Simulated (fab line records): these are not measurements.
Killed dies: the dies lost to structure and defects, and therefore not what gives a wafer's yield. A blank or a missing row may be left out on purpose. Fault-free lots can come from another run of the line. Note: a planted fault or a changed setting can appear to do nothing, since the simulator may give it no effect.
What tool caused it? / flow n5_finfet / 10 lots, 30 wafers sampled, at 2 steps of a route of 1938

== WHAT EACH GAUGE READ, for each wafer ==
N5_PASSIVATION_INSPECT_61: inspects for defects (macro).
lot=L644; measured=day 11 16:17; on=defect_inspect-01; raw_defect_count=3 2 3
lot=L647; measured=day 12 22:02; on=defect_inspect-01; raw_defect_count=1 2 5
lot=L646; measured=day 12 23:56; on=defect_inspect-02; raw_defect_count=1 1 2
lot=L649; measured=day 13 07:58; on=defect_inspect-02; raw_defect_count=1 0 0
lot=L651; measured=day 14 00:50; on=defect_inspect-02; raw_defect_count=0 4 1
lot=L652; measured=day 14 10:23; on=defect_inspect-02; raw_defect_count=2 2 3
lot=L660; measured=day 17 02:10; on=defect_inspect-01; raw_defect_count=1 1 3
lot=L662; measured=day 17 09:14; on=defect_inspect-01; raw_defect_count=2 1 1
lot=L664; measured=day 18 05:31; on=defect_inspect-02; raw_defect_count=3 1 2
lot=L665; measured=day 18 05:21; on=defect_inspect-02; raw_defect_count=4 2 5

== EACH LOT AND THE TOOL THAT RAN IT (in order: tool; ch and the chambers of the sampled wafers; start) ==
lot=L644; N5_BEOL_M15_PRE_CLEAN_42=pvd_sputter-02, day 11 07:24
lot=L647; N5_BEOL_M15_PRE_CLEAN_42=pvd_sputter-03, day 12 15:05
lot=L646; N5_BEOL_M15_PRE_CLEAN_42=pvd_sputter-02, day 12 15:08
lot=L649; N5_BEOL_M15_PRE_CLEAN_42=pvd_sputter-03, day 12 22:11
lot=L651; N5_BEOL_M15_PRE_CLEAN_42=pvd_sputter-03, day 13 16:52
lot=L652; N5_BEOL_M15_PRE_CLEAN_42=pvd_sputter-02, day 14 02:59
lot=L660; N5_BEOL_M15_PRE_CLEAN_42=pvd_sputter-03, day 16 17:17
lot=L662; N5_BEOL_M15_PRE_CLEAN_42=pvd_sputter-02, day 16 23:45
lot=L664; N5_BEOL_M15_PRE_CLEAN_42=pvd_sputter-01, day 17 16:44
lot=L665; N5_BEOL_M15_PRE_CLEAN_42=pvd_sputter-02, day 17 17:48
- N5_BEOL_M15_PRE_CLEAN_42: time 30 s.

== THE ANSWER, worked out from the rows above alone ==
Rule: the usual values come from the lots themselves. The widest of any qualifying gaps counts: lots, ordered by their means at a reading, are off when they make up no more than a third of the lots, leave a main group of 4 or more, and stand apart from it by 3 or more times the standard deviation of that group's means. A main group is skipped when, at the precision printed for the reading in the tables above, its means are all equal. A lot without any number at a reading at which 4 lots or more have one is off too. All remaining lots with rows at the step are treated as sound.
No lot is off on any of the readings shown, so nothing can be concluded from this.

== WHAT THE SIMULATOR PUT IN ==
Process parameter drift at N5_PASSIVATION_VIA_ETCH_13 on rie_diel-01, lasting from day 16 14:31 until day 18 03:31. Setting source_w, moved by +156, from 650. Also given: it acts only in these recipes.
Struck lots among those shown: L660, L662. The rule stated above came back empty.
